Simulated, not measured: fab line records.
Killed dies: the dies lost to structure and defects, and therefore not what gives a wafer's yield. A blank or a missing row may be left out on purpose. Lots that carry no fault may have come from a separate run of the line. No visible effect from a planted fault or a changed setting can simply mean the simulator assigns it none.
Chamber matching -- flow nand harc -- NHARC_A_CONTACT_DEP_58 on pecvd-04 has 3 sister chambers
The step deposits SiON, target thk 60 nm. 6 wafers are shown with their chamber, then 7 later ones without.

== EACH WAFER AND ITS CHAMBER ==
wafer,chamber,heater power w (W),rf fwd power W (W)
L077.3,1,765,345.0
L087.1,0,831,348.6
L087.3,2,766,351.1
L087.5,2,767,349.0
L090.1,1,772,347.8
L090.2,0,867,349.4

== WAFERS WITH NO CHAMBER GIVEN ==
wafer,heater power w (W),rf fwd power W (W)
L090.6,848,347.8
L093.4,709,349.2
L093.5,893,348.0
L093.6,680,347.6
L092.2,801,350.1
L092.4,738,348.7
L092.5,684,350.1

== WHICH CHAMBER EACH WENT THROUGH ==
wafer,from the rows above,in truth
L090.6,0,0
L093.4,can't be placed: 2 or 1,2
L093.5,0,0
L093.6,can't be placed: 1 or 2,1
L092.2,can't be placed: 2 or 0 or 1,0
L092.4,can't be placed: 2 or 1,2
L092.5,can't be placed: 2 or 1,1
Correctly placed: 2 of 7. These rows do not allow placing 5 (true chamber among the candidates in 5). Wrongly placed: 0.
How it was worked out, from the rows above alone: a wafer's distance from a chamber is the root of the sum, over the readings, of the square of ((its reading less the chamber's mean) divided by the reading's scatter). If the next closest chamber is less than 2 further off than the closest, the wafer can't be placed; otherwise it belongs to the closest. A chamber's mean is the mean of its shown wafers. The scatter is the square root of a quotient: the sum, over the shown wafers, of each reading's squared deviation from its chamber's mean, divided by wafers minus chambers.
